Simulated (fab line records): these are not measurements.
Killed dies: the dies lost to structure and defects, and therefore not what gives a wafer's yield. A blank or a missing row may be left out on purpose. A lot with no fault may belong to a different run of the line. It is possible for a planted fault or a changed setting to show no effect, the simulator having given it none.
Chamber matching -- flow nand-harc -- NHARC_P_M0_PRE_CLEAN_31 on pecvd-02 has 3 sister chambers
The step time 12 s. 3 wafers are shown with their chamber, then 10 later ones without.

## WAFERS, EACH WITH ITS CHAMBER
wafer,chamber,heater-power-w (W)
L090.5,0,713
L091.1,1,638
L091.3,2,646

## WAFERS WITHOUT THEIR CHAMBER
wafer,heater-power-w (W)
L091.4,643
L092.1,563
L092.4,643
L092.6,658
L093.2,618
L093.4,620
L093.6,613
L095.2,620
L095.4,625
L095.6,658

## THE CHAMBER EACH PASSED THROUGH
wafer,from the rows above,in truth
L091.4,can't be placed: 2 or 1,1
L092.1,can't be placed: 1 or 2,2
L092.4,can't be placed: 2 or 1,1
L092.6,can't be placed: 2 or 1 or 0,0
L093.2,can't be placed: 1 or 2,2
L093.4,can't be placed: 1 or 2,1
L093.6,can't be placed: 1 or 2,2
L095.2,can't be placed: 1 or 2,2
L095.4,can't be placed: 1 or 2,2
L095.6,can't be placed: 2 or 1 or 0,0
Correct placement for 0 of the 10. Cannot be placed on the basis of these rows: 10; the candidates contain the true chamber in 10. Wrongly placed: 0.
How it was worked out, from the rows above alone: a wafer's distance from a chamber is the root of the sum, over the readings, of the square of ((its reading less the chamber's mean) divided by the reading's scatter). If the next closest chamber is less than 2 further off than the closest, the wafer can't be placed; otherwise it belongs to the closest. A chamber's mean is the mean of its shown wafers. The scatter: root of mean squared gap, hidden wafer to nearest shown wafer, with one shown wafer a chamber.
